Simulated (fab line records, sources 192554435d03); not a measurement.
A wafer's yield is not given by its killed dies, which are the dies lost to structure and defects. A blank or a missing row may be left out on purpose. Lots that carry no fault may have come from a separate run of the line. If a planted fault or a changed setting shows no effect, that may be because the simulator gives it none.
fab line records :: flow n5-finfet :: part 2 of 2: steps 23 to 35 of 35
[record]
  lots = 5
  wafers = 15
  last-day = 18
route steps=1938 shown MIM_TOP_ETCH@1852 MIM_BOT_LITHO@1854 MIM_BOT_ETCH@1866 PASS1_CAP@1873 TV_LITHO@1875
lots that met no fault: taken from a fault-free run of the same line
start-h: start of the lot's first displayed wafer, in hours after the record's first day :: wait-h: hours from the lot's prior step to this one :: " identical to the entry in the row above :: L1.1+2: a row that stands for several wafers :: - no value, or no start given :: * or withheld: withheld :: < > ~ a bound
route shown NAME@n: names a module that has steps shown in the file, with the first one's number in the route :: usual: mean and standard deviation over wafers with no fault :: same: alike in all rows :: chamber/n: place in a boat :: sites: readings site by site :: _std_site: their standard deviation :: _edge_site: the outer-site mean with the inner-site mean subtracted :: radius-mm: for every site, how far away it sits from the centre of the wafer :: mask NAME#n: copy n :: behind: the tool/chamber that last shaped the wafer :: hold: why the lot was held/for how many hours/how that ended :: device: which transistor (n, p or np) failed to switch :: end of line: the tests these same wafers got at the end of their route :: a step without rows: its recipe alone :: killed: dies lost to structure and defects at the first sort, not the wafer's yield :: map: a wafer's dies, x killed, . not, _ none there
set.NAME: the setting that was run; set.NAME@STEP: the one run at that earlier step :: model.NAME: the simulator's own value behind a step, which no gauge read
lots seen at some steps along the route; tables by step, rows by wafer
services: when a tool's chamber went out of use (start-h, in hours from the record's first day, below 0 if earlier), for how many hours, and the reason
[[steps]]
[step N5_PASSIVATION_PECVD_01]
[recipe]
  material = SiNx
  target-thk-a = 2000
  temp-c = 400
  precursor = SiH4/NH3/N2
  pressure-torr = 4.9
  rf-w = 1406
  time-s = 43.2
[usual]
  heater-power-w = 310/93
  showerhead-plenum-p-Torr = 8.68/0.083
  throttle-valve-pct = 28.1/1.3
lot.wafer: L074.2
tool: pecvd-01
chamber: 0
start-h: 291.00
wait-h: 0.0
heater-power-w: 353
showerhead-plenum-p-Torr: 8.70
throttle-valve-pct: 28.7

lot.wafer: L074.3
tool: pecvd-01
chamber: 2
start-h: 291.00
wait-h: 0.0
heater-power-w: 254
showerhead-plenum-p-Torr: 8.82
throttle-valve-pct: 26.1

lot.wafer: L074.6
tool: pecvd-01
chamber: 1
start-h: 291.00
wait-h: 0.0
heater-power-w: 224
showerhead-plenum-p-Torr: 8.58
throttle-valve-pct: 27.7

lot.wafer: L078.3
tool: pecvd-01
chamber: 1
start-h: 302.11
wait-h: 0.0
heater-power-w: 245
showerhead-plenum-p-Torr: 8.58
throttle-valve-pct: 27.6

lot.wafer: L078.4
tool: pecvd-01
chamber: 2
start-h: 302.11
wait-h: 0.0
heater-power-w: 257
showerhead-plenum-p-Torr: 8.78
throttle-valve-pct: 26.2

lot.wafer: L078.5
tool: pecvd-01
chamber: 0
start-h: 302.11
wait-h: 0.0
heater-power-w: 293
showerhead-plenum-p-Torr: 8.70
throttle-valve-pct: 28.3

lot.wafer: L080.1
tool: pecvd-02
chamber: 1
start-h: 313.12
wait-h: 0.0
heater-power-w: 394
showerhead-plenum-p-Torr: 8.69
throttle-valve-pct: 29.6

lot.wafer: L080.4
tool: pecvd-02
chamber: 2
start-h: 313.12
wait-h: 0.0
heater-power-w: 259
showerhead-plenum-p-Torr: 8.60
throttle-valve-pct: 29.3

lot.wafer: L080.6
tool: pecvd-02
chamber: 2
start-h: 313.12
wait-h: 0.0
heater-power-w: 265
showerhead-plenum-p-Torr: 8.59
throttle-valve-pct: 29.4

lot.wafer: L088.2
tool: pecvd-03
chamber: 1
start-h: 365.59
wait-h: 0.0
heater-power-w: 508
showerhead-plenum-p-Torr: 8.81
throttle-valve-pct: 30.4

lot.wafer: L088.5
tool: pecvd-03
chamber: 1
start-h: 365.59
wait-h: 0.0
heater-power-w: 516
showerhead-plenum-p-Torr: 8.80
throttle-valve-pct: 30.5

lot.wafer: L088.6
tool: pecvd-03
chamber: 2
start-h: 365.59
wait-h: 0.0
heater-power-w: 201
showerhead-plenum-p-Torr: 8.61
throttle-valve-pct: 26.9

lot.wafer: L097.3
tool: pecvd-01
chamber: 0
start-h: 414.98
wait-h: 0.0
heater-power-w: 288
showerhead-plenum-p-Torr: 8.72
throttle-valve-pct: 28.8

lot.wafer: L097.5
tool: pecvd-01
chamber: 2
start-h: 414.98
wait-h: 0.0
heater-power-w: 216
showerhead-plenum-p-Torr: 8.80
throttle-valve-pct: 26.4

lot.wafer: L097.6
tool: pecvd-01
chamber: 1
start-h: 414.98
wait-h: 0.0
heater-power-w: 208
showerhead-plenum-p-Torr: 8.60
throttle-valve-pct: 27.7
[step N5_PASSIVATION_HMDS_03]
[recipe]
  time-s = 60
  temp-c = 120
lot.wafer: L074.2+3+6
tool: litho-track-02
chamber: 0
start-h: 292.07
wait-h: 1.0

lot.wafer: L078.3+4+5
tool: litho-track-03
chamber: 0
start-h: 304.61
wait-h: 2.5

lot.wafer: L080.1+4+6
tool: litho-track-02
chamber: 0
start-h: 313.23
wait-h: 0.1

lot.wafer: L088.2+5+6
tool: litho-track-02
chamber: 0
start-h: 365.97
wait-h: 0.4

lot.wafer: L097.3+5+6
tool: litho-track-02
chamber: 0
start-h: 415.31
wait-h: 0.3
[step N5_PASSIVATION_COAT_04]
[recipe]
  spin-rpm = *
  resist-thk-nm = *
[usual]
  dispense-pressure-kPa = 52/3.3
lot.wafer: L074.2
tool: litho-track-02
chamber: 0
start-h: -
wait-h: -
dispense-pressure-kPa: 48

lot.wafer: L074.3
tool: litho-track-02
chamber: 0
start-h: -
wait-h: -
dispense-pressure-kPa: 48

lot.wafer: L074.6
tool: litho-track-02
chamber: 0
start-h: -
wait-h: -
dispense-pressure-kPa: 48

lot.wafer: L078.3
tool: litho-track-03
chamber: 0
start-h: -
wait-h: -
dispense-pressure-kPa: 56

lot.wafer: L078.4
tool: litho-track-03
chamber: 0
start-h: -
wait-h: -
dispense-pressure-kPa: 56

lot.wafer: L078.5
tool: litho-track-03
chamber: 0
start-h: -
wait-h: -
dispense-pressure-kPa: 56

lot.wafer: L080.1
tool: litho-track-02
chamber: 0
start-h: -
wait-h: -
dispense-pressure-kPa: 48

lot.wafer: L080.4
tool: litho-track-02
chamber: 0
start-h: -
wait-h: -
dispense-pressure-kPa: 48

lot.wafer: L080.6
tool: litho-track-02
chamber: 0
start-h: -
wait-h: -
dispense-pressure-kPa: 48

lot.wafer: L088.2
tool: litho-track-02
chamber: 0
start-h: -
wait-h: -
dispense-pressure-kPa: 48

lot.wafer: L088.5
tool: litho-track-02
chamber: 0
start-h: -
wait-h: -
dispense-pressure-kPa: 48

lot.wafer: L088.6
tool: litho-track-02
chamber: 0
start-h: -
wait-h: -
dispense-pressure-kPa: 48

lot.wafer: L097.3
tool: litho-track-02
chamber: 0
start-h: -
wait-h: -
dispense-pressure-kPa: 48

lot.wafer: L097.5
tool: litho-track-02
chamber: 0
start-h: -
wait-h: -
dispense-pressure-kPa: 48

lot.wafer: L097.6
tool: litho-track-02
chamber: 0
start-h: -
wait-h: -
dispense-pressure-kPa: 48
[step N5_PASSIVATION_EBR_06]
[recipe]
  solvent = PGMEA
  ebr-width-mm = 1.5
lot.wafer: L074.2+3+6
tool: litho-track-02
chamber: 0
start-h: -
wait-h: -

lot.wafer: L078.3+4+5
tool: litho-track-03
chamber: 0
start-h: -
wait-h: -

lot.wafer: L080.1+4+6
tool: litho-track-02
chamber: 0
start-h: -
wait-h: -

lot.wafer: L088.2+5+6
tool: litho-track-02
chamber: 0
start-h: -
wait-h: -

lot.wafer: L097.3+5+6
tool: litho-track-02
chamber: 0
start-h: -
wait-h: -
[step N5_PASSIVATION_SOFTBAKE_05]
[recipe]
  temp-c = 100
  time-s = 90
lot.wafer: L074.2+3+6
tool: litho-track-02
chamber: 0
start-h: -
wait-h: -

lot.wafer: L078.3+4+5
tool: litho-track-03
chamber: 0
start-h: -
wait-h: -

lot.wafer: L080.1+4+6
tool: litho-track-02
chamber: 0
start-h: -
wait-h: -

lot.wafer: L088.2+5+6
tool: litho-track-02
chamber: 0
start-h: -
wait-h: -

lot.wafer: L097.3+5+6
tool: litho-track-02
chamber: 0
start-h: -
wait-h: -
[step N5_PASSIVATION_EXPOSE_07]
[recipe]
  mask-id = TV
  na = 0.55
  source-shape = conventional
  sigma-outer = 0.8
  polarization = unpolarized
  defocus-nm = 0
  target-cd-nm = 3000
  dose-mj = 22.75
lot.wafer: L074.2+3+6
tool: krf-scanner-01
chamber: 0
start-h: 292.31
wait-h: -
mask: TV#0

lot.wafer: L078.3+4+5
tool: krf-scanner-01
chamber: 0
start-h: 304.73
wait-h: -
mask: TV#0

lot.wafer: L080.1+4+6
tool: krf-scanner-01
chamber: 0
start-h: 313.34
wait-h: -
mask: TV#0

lot.wafer: L088.2+5+6
tool: krf-scanner-02
chamber: 0
start-h: 366.21
wait-h: -
mask: TV#0

lot.wafer: L097.3+5+6
tool: krf-scanner-02
chamber: 0
start-h: 415.55
wait-h: -
mask: TV#0
[step N5_PASSIVATION_PEB_08]
[recipe]
  peb-temp-c = withheld
  peb-time-s = *
lot.wafer: L074.2+3+6
tool: litho-track-02
chamber: 0
start-h: 292.36
wait-h: 0.0

lot.wafer: L078.3+4+5
tool: litho-track-03
chamber: 0
start-h: 304.77
wait-h: 0.0

lot.wafer: L080.1+4+6
tool: litho-track-05
chamber: 0
start-h: 313.40
wait-h: 0.1

lot.wafer: L088.2+5+6
tool: litho-track-02
chamber: 0
start-h: 366.26
wait-h: 0.0

lot.wafer: L097.3+5+6
tool: litho-track-05
chamber: 0
start-h: 415.60
wait-h: 0.0
[step N5_PASSIVATION_DEVELOP_09]
[recipe]
  develop-time-s = 60
  rinse-liquid = diw
  dry = air-spin
  dev-temp-c = 21
lot.wafer: L074.2+3+6
tool: litho-track-02
chamber: 0
start-h: -
wait-h: -

lot.wafer: L078.3+4+5
tool: litho-track-03
chamber: 0
start-h: -
wait-h: -

lot.wafer: L080.1+4+6
tool: litho-track-05
chamber: 0
start-h: -
wait-h: -

lot.wafer: L088.2+5+6
tool: litho-track-02
chamber: 0
start-h: -
wait-h: -

lot.wafer: L097.3+5+6
tool: litho-track-05
chamber: 0
start-h: -
wait-h: -
[step N5_PASSIVATION_HARDBAKE_11]
[recipe]
  temp-c = 130
  time-s = 120
lot.wafer: L074.2+3+6
tool: litho-track-02
chamber: 0
start-h: -
wait-h: -

lot.wafer: L078.3+4+5
tool: litho-track-03
chamber: 0
start-h: -
wait-h: -

lot.wafer: L080.1+4+6
tool: litho-track-05
chamber: 0
start-h: -
wait-h: -

lot.wafer: L088.2+5+6
tool: litho-track-02
chamber: 0
start-h: -
wait-h: -

lot.wafer: L097.3+5+6
tool: litho-track-05
chamber: 0
start-h: -
wait-h: -
[step N5_PASSIVATION_CD_MEAS_10]
[recipe]
  target-cd-nm = 3000
  landing-energy-ev = 500
  detector = se-inlens
[usual]
  cd-nm = 3002.4/2.7
lot.wafer: L074.2
tool: cd-sem-01
chamber: 0
start-h: 292.48
wait-h: -
cd-nm: 2999.7

lot.wafer: L074.3
tool: cd-sem-01
chamber: 0
start-h: 292.48
wait-h: -
cd-nm: 3000.4

lot.wafer: L074.6
tool: cd-sem-01
chamber: 0
start-h: 292.48
wait-h: -
cd-nm: 3005.0

lot.wafer: L078.3
tool: cd-sem-03
chamber: 0
start-h: 304.89
wait-h: -
cd-nm: 3002.5

lot.wafer: L078.4
tool: cd-sem-03
chamber: 0
start-h: 304.89
wait-h: -
cd-nm: 3002.4

lot.wafer: L078.5
tool: cd-sem-03
chamber: 0
start-h: 304.89
wait-h: -
cd-nm: 3001.9

lot.wafer: L080.1
tool: cd-sem-01
chamber: 0
start-h: 313.52
wait-h: -
cd-nm: 2997.0

lot.wafer: L080.4
tool: cd-sem-01
chamber: 0
start-h: 313.52
wait-h: -
cd-nm: 3001.4

lot.wafer: L080.6
tool: cd-sem-01
chamber: 0
start-h: 313.52
wait-h: -
cd-nm: 3004.1

lot.wafer: L088.2
tool: cd-sem-03
chamber: 0
start-h: 366.38
wait-h: -
cd-nm: 3006.9

lot.wafer: L088.5
tool: cd-sem-03
chamber: 0
start-h: 366.38
wait-h: -
cd-nm: 3005.2

lot.wafer: L088.6
tool: cd-sem-03
chamber: 0
start-h: 366.38
wait-h: -
cd-nm: 3007.2

lot.wafer: L097.3
tool: cd-sem-01
chamber: 0
start-h: 415.72
wait-h: -
cd-nm: 2997.5

lot.wafer: L097.5
tool: cd-sem-01
chamber: 0
start-h: 415.72
wait-h: -
cd-nm: 3000.2

lot.wafer: L097.6
tool: cd-sem-01
chamber: 0
start-h: 415.72
wait-h: -
cd-nm: 2999.3
[step N5_PASSIVATION_OVL_MEAS_60]
[recipe]
  points-per-wafer = 44
[usual]
  TV_OVL = -3/5.8
lot.wafer: L074.2
tool: overlay-01
chamber: 0
start-h: 292.51
wait-h: 0.0
TV_OVL[nm]: 5

lot.wafer: L074.3
tool: overlay-01
chamber: 0
start-h: 292.51
wait-h: 0.0
TV_OVL[nm]: -3

lot.wafer: L074.6
tool: overlay-01
chamber: 0
start-h: 292.51
wait-h: 0.0
TV_OVL[nm]: -3

lot.wafer: L078.3
tool: overlay-02
chamber: 0
start-h: 304.92
wait-h: 0.0
TV_OVL[nm]: -10

lot.wafer: L078.4
tool: overlay-02
chamber: 0
start-h: 304.92
wait-h: 0.0
TV_OVL[nm]: -5

lot.wafer: L078.5
tool: overlay-02
chamber: 0
start-h: 304.92
wait-h: 0.0
TV_OVL[nm]: -12

lot.wafer: L080.1
tool: overlay-02
chamber: 0
start-h: 313.55
wait-h: 0.0
TV_OVL[nm]: 4

lot.wafer: L080.4
tool: overlay-02
chamber: 0
start-h: 313.55
wait-h: 0.0
TV_OVL[nm]: -6

lot.wafer: L080.6
tool: overlay-02
chamber: 0
start-h: 313.55
wait-h: 0.0
TV_OVL[nm]: 4

lot.wafer: L088.2
tool: overlay-01
chamber: 0
start-h: 366.41
wait-h: 0.0
TV_OVL[nm]: -9

lot.wafer: L088.5
tool: overlay-01
chamber: 0
start-h: 366.41
wait-h: 0.0
TV_OVL[nm]: -1

lot.wafer: L088.6
tool: overlay-01
chamber: 0
start-h: 366.41
wait-h: 0.0
TV_OVL[nm]: -5

lot.wafer: L097.3
tool: overlay-02
chamber: 0
start-h: 415.75
wait-h: 0.0
TV_OVL[nm]: 0

lot.wafer: L097.5
tool: overlay-02
chamber: 0
start-h: 415.75
wait-h: 0.0
TV_OVL[nm]: -3

lot.wafer: L097.6
tool: overlay-02
chamber: 0
start-h: 415.75
wait-h: 0.0
TV_OVL[nm]: 6
[step N5_PASSIVATION_INSPECT_61]
[recipe]
  mode = adi
  inspect-instrument = macro
[usual]
  raw-defect-count = 2.0/1.5
lot.wafer: L074.2
tool: defect-inspect-01
chamber: -
start-h: 292.54
wait-h: 0.0
raw-defect-count: 1

lot.wafer: L074.3
tool: defect-inspect-01
chamber: -
start-h: 292.54
wait-h: 0.0
raw-defect-count: 3

lot.wafer: L074.6
tool: defect-inspect-01
chamber: -
start-h: 292.54
wait-h: 0.0
raw-defect-count: 5

lot.wafer: L078.3
tool: defect-inspect-02
chamber: -
start-h: 304.95
wait-h: 0.0
raw-defect-count: 1

lot.wafer: L078.4
tool: defect-inspect-02
chamber: -
start-h: 304.95
wait-h: 0.0
raw-defect-count: 3

lot.wafer: L078.5
tool: defect-inspect-02
chamber: -
start-h: 304.95
wait-h: 0.0
raw-defect-count: 2

lot.wafer: L080.1
tool: defect-inspect-02
chamber: -
start-h: 313.57
wait-h: 0.0
raw-defect-count: 3

lot.wafer: L080.4
tool: defect-inspect-02
chamber: -
start-h: 313.57
wait-h: 0.0
raw-defect-count: 3

lot.wafer: L080.6
tool: defect-inspect-02
chamber: -
start-h: 313.57
wait-h: 0.0
raw-defect-count: 2

lot.wafer: L088.2
tool: defect-inspect-01
chamber: -
start-h: 366.44
wait-h: 0.0
raw-defect-count: 1

lot.wafer: L088.5
tool: defect-inspect-01
chamber: -
start-h: 366.44
wait-h: 0.0
raw-defect-count: 3

lot.wafer: L088.6
tool: defect-inspect-01
chamber: -
start-h: 366.44
wait-h: 0.0
raw-defect-count: 2

lot.wafer: L097.3
tool: defect-inspect-02
chamber: -
start-h: 415.77
wait-h: 0.0
raw-defect-count: 2

lot.wafer: L097.5
tool: defect-inspect-02
chamber: -
start-h: 415.77
wait-h: 0.0
raw-defect-count: 3

lot.wafer: L097.6
tool: defect-inspect-02
chamber: -
start-h: 415.77
wait-h: 0.0
raw-defect-count: 3
[step N5_PASSIVATION_DESCUM_12]
[recipe]
  chemistry = O2
  time-s = 7.9
  source-power-w = 50
  bias-power-w = 20
  pressure-mtorr = 20
  rf-frequency-hz = 2.712e+07
  temp-c = 40
  o2-flow-sccm = 225
[usual]
  drypump-motor-current-A = 5.7/0.31
  oes-product-au = 0.77/0.073
  rf-vpp-V = 243.3/1.4
  showerhead-plenum-p-Torr = 2.10/0.074
  temp-c = 40.00/0.11
  throttle-valve-pct = 20.46/0.23
lot.wafer: L074.2
tool: rie-diel-04
chamber: 2
start-h: 292.67
wait-h: 0.1
drypump-motor-current-A: 6.0
oes-product-au: 0.67
rf-hours-counter-h: 248
rf-vpp-V: 241.7
showerhead-plenum-p-Torr: 1.97
temp-c: 40.04
throttle-valve-pct: 20.51

lot.wafer: L074.3
tool: rie-diel-04
chamber: 3
start-h: 292.67
wait-h: 0.1
drypump-motor-current-A: 5.0
oes-product-au: 0.75
rf-hours-counter-h: 155
rf-vpp-V: 242.6
showerhead-plenum-p-Torr: 2.08
temp-c: 39.87
throttle-valve-pct: 19.99

lot.wafer: L074.6
tool: rie-diel-04
chamber: 1
start-h: 292.67
wait-h: 0.1
drypump-motor-current-A: 5.7
oes-product-au: 0.83
rf-hours-counter-h: -
rf-vpp-V: 242.1
showerhead-plenum-p-Torr: 2.06
temp-c: 40.03
throttle-valve-pct: 20.44

lot.wafer: L078.3
tool: rie-diel-03
chamber: 2
start-h: 305.11
wait-h: 0.2
drypump-motor-current-A: 5.6
oes-product-au: 0.72
rf-hours-counter-h: 186
rf-vpp-V: 245.7
showerhead-plenum-p-Torr: 2.15
temp-c: 40.01
throttle-valve-pct: 20.74

lot.wafer: L078.4
tool: rie-diel-03
chamber: 0
start-h: 305.11
wait-h: 0.2
drypump-motor-current-A: 5.7
oes-product-au: 0.82
rf-hours-counter-h: -
rf-vpp-V: 243.6
showerhead-plenum-p-Torr: 2.19
temp-c: 39.93
throttle-valve-pct: 20.65

lot.wafer: L078.5
tool: rie-diel-03
chamber: 2
start-h: 305.11
wait-h: 0.2
drypump-motor-current-A: 5.6
oes-product-au: 0.72
rf-hours-counter-h: -
rf-vpp-V: 244.4
showerhead-plenum-p-Torr: 2.15
temp-c: 39.97
throttle-valve-pct: 20.71

lot.wafer: L080.1
tool: rie-diel-01
chamber: 2
start-h: 313.68
wait-h: 0.1
drypump-motor-current-A: 6.3
oes-product-au: 0.70
rf-hours-counter-h: 215
rf-vpp-V: 245.5
showerhead-plenum-p-Torr: 2.17
temp-c: 40.10
throttle-valve-pct: 20.56

lot.wafer: L080.4
tool: rie-diel-01
chamber: 3
start-h: 313.68
wait-h: 0.1
drypump-motor-current-A: 5.7
oes-product-au: 0.74
rf-hours-counter-h: 180
rf-vpp-V: 241.8
showerhead-plenum-p-Torr: 1.98
temp-c: 39.90
throttle-valve-pct: 20.52

lot.wafer: L080.6
tool: rie-diel-01
chamber: 2
start-h: 313.68
wait-h: 0.1
drypump-motor-current-A: 6.3
oes-product-au: 0.70
rf-hours-counter-h: -
rf-vpp-V: 243.8
showerhead-plenum-p-Torr: 2.17
temp-c: 39.88
throttle-valve-pct: 20.57

lot.wafer: L088.2
tool: rie-diel-03
chamber: 2
start-h: 366.47
wait-h: 0.0
drypump-motor-current-A: 5.6
oes-product-au: 0.70
rf-hours-counter-h: 206
rf-vpp-V: 244.1
showerhead-plenum-p-Torr: 2.14
temp-c: 39.91
throttle-valve-pct: 20.74

lot.wafer: L088.5
tool: rie-diel-03
chamber: 3
start-h: 366.47
wait-h: 0.0
drypump-motor-current-A: 5.9
oes-product-au: 0.92
rf-hours-counter-h: -
rf-vpp-V: 242.0
showerhead-plenum-p-Torr: 2.06
temp-c: 40.10
throttle-valve-pct: 20.21

lot.wafer: L088.6
tool: rie-diel-03
chamber: 2
start-h: 366.47
wait-h: 0.0
drypump-motor-current-A: 5.6
oes-product-au: 0.72
rf-hours-counter-h: -
rf-vpp-V: 244.1
showerhead-plenum-p-Torr: 2.14
temp-c: 40.03
throttle-valve-pct: 20.74

lot.wafer: L097.3
tool: rie-diel-04
chamber: 0
start-h: 415.81
wait-h: 0.0
drypump-motor-current-A: 5.7
oes-product-au: 0.74
rf-hours-counter-h: 173
rf-vpp-V: 241.7
showerhead-plenum-p-Torr: 2.11
temp-c: 39.95
throttle-valve-pct: 20.74

lot.wafer: L097.5
tool: rie-diel-04
chamber: 2
start-h: 415.81
wait-h: 0.0
drypump-motor-current-A: 6.0
oes-product-au: 0.88
rf-hours-counter-h: -
rf-vpp-V: 245.3
showerhead-plenum-p-Torr: 2.22
temp-c: 39.93
throttle-valve-pct: 20.24

lot.wafer: L097.6
tool: rie-diel-04
chamber: 3
start-h: 415.81
wait-h: 0.0
drypump-motor-current-A: 5.0
oes-product-au: 0.72
rf-hours-counter-h: -
rf-vpp-V: 243.3
showerhead-plenum-p-Torr: 2.07
temp-c: 39.98
throttle-valve-pct: 20.05
[[services]]
tool: krf-scanner-01
chamber: -
start-h: 266.05
hours: 11.6
kind: pm

tool: krf-scanner-01
chamber: -
start-h: 283.87
hours: 1.3
kind: pm

tool: krf-scanner-02
chamber: -
start-h: 289.26
hours: 4.4
kind: pm

tool: rie-diel-04
chamber: 0
start-h: 289.58
hours: 7.4
kind: repair

tool: rie-diel-05
chamber: 0
start-h: 291.72
hours: 5.4
kind: repair

tool: rie-diel-06
chamber: 0
start-h: 295.00
hours: 3.9
kind: repair

tool: krf-scanner-02
chamber: -
start-h: 296.58
hours: 21.0
kind: pm

tool: rie-metal-02
chamber: -
start-h: 297.91
hours: 1.1
kind: repair

tool: rie-diel-04
chamber: 2
start-h: 306.17
hours: 5.3
kind: repair

tool: krf-scanner-02
chamber: -
start-h: 317.58
hours: 1.3
kind: pm

tool: rie-diel-06
chamber: 2
start-h: 319.55
hours: 5.6
kind: repair

tool: krf-scanner-02
chamber: -
start-h: 321.60
hours: 1.0
kind: pm

tool: rie-metal-02
chamber: 0
start-h: 325.16
hours: 6.6
kind: repair

tool: krf-scanner-02
chamber: -
start-h: 327.34
hours: 0.8
kind: pm

tool: rie-diel-05
chamber: 0
start-h: 340.89
hours: 8.1
kind: repair

tool: rie-diel-04
chamber: 0
start-h: 344.79
hours: 4.5
kind: repair

tool: krf-scanner-01
chamber: -
start-h: 361.68
hours: 0.5
kind: repair

tool: rie-metal-01
chamber: -
start-h: 366.21
hours: 14.6
kind: pm

tool: rie-metal-02
chamber: 1
start-h: 371.12
hours: 5.9
kind: repair

tool: rie-metal-01
chamber: 0
start-h: 386.27
hours: 23.8
kind: repair

tool: pecvd-01
chamber: -
start-h: 389.09
hours: 2.6
kind: repair

tool: krf-scanner-01
chamber: -
start-h: 396.17
hours: 1.0
kind: pm

tool: krf-scanner-01
chamber: -
start-h: 402.77
hours: 0.8
kind: pm

tool: rie-diel-06
chamber: 0
start-h: 415.05
hours: 4.4
kind: repair
